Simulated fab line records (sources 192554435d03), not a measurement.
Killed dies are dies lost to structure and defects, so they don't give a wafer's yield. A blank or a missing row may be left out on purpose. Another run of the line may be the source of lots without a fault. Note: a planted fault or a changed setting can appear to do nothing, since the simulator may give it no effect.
Matching of chambers | flow n5_finfet | N5_ZERO_LAYER_PECVD_02 on pecvd-03: 3 sister chambers
The step deposits SiO2 from SiH4/N2O, target thk 10 nm, time 6 s. 3 wafers are shown with their chamber, then 9 later ones without.

## WAFERS, EACH WITH ITS CHAMBER
wafer  | chamber | showerhead_plenum_p_Torr (Torr)
L075.5 | 2       | 8.13
L077.5 | 1       | 8.10
L081.5 | 0       | 7.97

## WAFERS MISSING THEIR CHAMBER
wafer  | showerhead_plenum_p_Torr (Torr)
L093.2 | 8.11
L093.5 | 8.08
L093.6 | 7.99
L094.1 | 7.99
L094.4 | 8.14
L094.6 | 7.98
L095.1 | 8.07
L095.3 | 8.00
L095.4 | 7.97

## EACH ONE'S CHAMBER
wafer  | from the rows above     | in truth
L093.2 | can't be placed: 1 or 2 | 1
L093.5 | can't be placed: 1 or 2 | 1
L093.6 | 0                       | 0
L094.1 | 0                       | 0
L094.4 | can't be placed: 2 or 1 | 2
L094.6 | 0                       | 0
L095.1 | can't be placed: 1 or 2 | 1
L095.3 | 0                       | 0
L095.4 | 0                       | 0
5 of 9 placed correctly. Can't be placed from these rows: 4 (the true chamber is among the candidates in 4). 0 placed wrongly.
How it was worked out, from the rows above alone: a wafer's distance from a chamber is the root of the sum, over the readings, of the square of ((its reading less the chamber's mean) divided by the reading's scatter). If the next closest chamber is less than 2 further off than the closest, the wafer can't be placed; otherwise it belongs to the closest. Each chamber's mean is taken over the wafers shown for it. The scatter (one wafer shown for each chamber): square how far every hidden wafer sits from the nearest shown wafer, average those squares and take the square root.
